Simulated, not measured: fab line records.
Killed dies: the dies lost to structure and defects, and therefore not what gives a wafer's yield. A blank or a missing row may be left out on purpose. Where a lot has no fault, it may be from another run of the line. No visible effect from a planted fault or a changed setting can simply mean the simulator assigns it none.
A lot that was struck, set against a sound lot || flow nand harc || 14 steps out of a route of 1302
Sound: these wafers, L605.4, L605.5, L605.6. Struck: wafer L612.6. (L612.3, L612.5 of the same lot were not struck and are left out.) The cause comes at the end.
Each step with rows lists, per side, the tool, then ch with its chambers, then its first start. Under that, the readings that differ: sound wafers || struck wafers || difference of the means || sigmas: that difference in standard deviations of wafers without a fault.
alike: words and numbers the same on both sides, and readings whose means are apart by under 2 such deviations; not compared: readings that were withheld, readings missing a value for some wafer, numbers with overlapping values and no deviation given by the record, and bounds like >300 which may hide the same value.
The two part at a step that has a row with sigmas, a row that says differs or no value, or rows on one side only. Numbers that have no deviation but don't overlap get no sigmas and don't part them. Lack of a reading on every wafer of one side parts them only where that side has two or more wafers.

first, 3 steps without rows for these wafers: NHARC_THIN_TSV_EXPOSE_09 (exposes mask TSV); NHARC_THIN_TSV_PEB_10 (peb time 85 s); NHARC_THIN_TSV_DEVELOP_11 (time 70 s).
NHARC_THIN_TSV_CD_MEAS_12: the cd target is 1000 nm.
  sound on cd sem-03 ch 0, day 27 03:10; struck on cd sem-02 ch 0, day 28 23:26
  alike: cd nm
then, 1 step without rows for these wafers: NHARC_THIN_TSV_HARDBAKE_13 (time 80 s).
NHARC_THIN_TSV_DESCUM_14: chemistry O2, time 3 s.
  sound on rie diel-06 ch 1,2, day 27 03:19; struck on rie diel-07 ch 0, day 28 23:37
{"reading": "o2 flow sccm (sccm)", "sound": "199.7 199.8 200.9", "struck": 198.3, "difference": -1.8, "sigmas": -3}
  alike: drypump motor current A, oes product au, rf vpp V, showerhead plenum p Torr, throttle valve pct
  not compared: rf hours counter h
NHARC_THIN_TSV_ETCH_44: etches the open film in CF4/O2, target depth 1594.2 nm, time 797.1 s.
  sound on rie diel-06 ch 1,2, day 27 03:28; struck on rie diel-07 ch 2, day 28 23:51
{"reading": "oes product au (a.u.)", "sound": "0.978 0.984 0.986", "struck": 1.014, "difference": "+0.031", "sigmas": "+3"}
{"reading": "rf vpp V (V)", "sound": "789 793 787", "struck": 801, "difference": "+11", "sigmas": "+3"}
{"reading": "showerhead plenum p Torr (Torr)", "sound": "1.73 1.81 1.73", "struck": 1.92, "difference": "+0.16", "sigmas": "+3"}
  alike: drypump motor current A, o2 flow sccm, throttle valve pct
  not compared: rf hours counter h
then, 1 step without rows for these wafers: NHARC_THIN_TSV_ETCH_15 (target depth 3000 nm, bosch target overetch cycles 2, bosch etch step 2.8 s).
NHARC_THIN_TSV_CD_MEAS_16:
  struck on cd sem-03, day 29 00:25; sound on cd sem-03, day 27 04:08
  alike: cd nm
NHARC_THIN_TSV_STRIP_45: strips in O2.
  sound on plasma asher-02 ch 0,1, day 27 04:19; struck on plasma asher-02 ch 0, day 29 00:37
  alike: drypump motor current A, heater power w
  not compared: rf hours counter h
then, 1 step without rows for these wafers: NHARC_THIN_TSV_STRIP_46 (strips in post etch residue remover, time 1200 s).
NHARC_THIN_TSV_DEP_47: deposits SiO2, target thk 200 nm.
  sound on pecvd-03 ch 0,1,2, day 27 05:09; struck on pecvd-03 ch 2, day 29 01:20
  alike: mfc precursor sccm, throttle valve pct
NHARC_THIN_TSV_ETCHBACK_48: etches the open film in C4F8/Ar, target depth 1028.5 nm, time 405.17 s.
  sound on rie diel-07 ch 0,1,2, day 27 05:29; struck on rie diel-07 ch 2, day 29 01:45
{"reading": "oes product au (a.u.)", "sound": "0.919 0.910 0.907", "struck": 0.852, "difference": -0.060, "sigmas": -2}
  alike: rf vpp V
  not compared: rf hours counter h
NHARC_THIN_TSV_STRIP_62: strips in N2/H2, time 20 s.
  sound on plasma asher-01 ch 0,1, day 27 05:50; struck on plasma asher-01 ch 0, day 29 02:06
  alike: drypump motor current A, heater power w
  not compared: rf hours counter h

WHERE THEY PART
At NHARC_THIN_TSV_DESCUM_14 first; at NHARC_THIN_TSV_ETCHBACK_48 last (within this record only). Later steps at which nothing parts them and some readings are alike: NHARC_THIN_TSV_STRIP_62.

WHY: what had been put in by the simulator
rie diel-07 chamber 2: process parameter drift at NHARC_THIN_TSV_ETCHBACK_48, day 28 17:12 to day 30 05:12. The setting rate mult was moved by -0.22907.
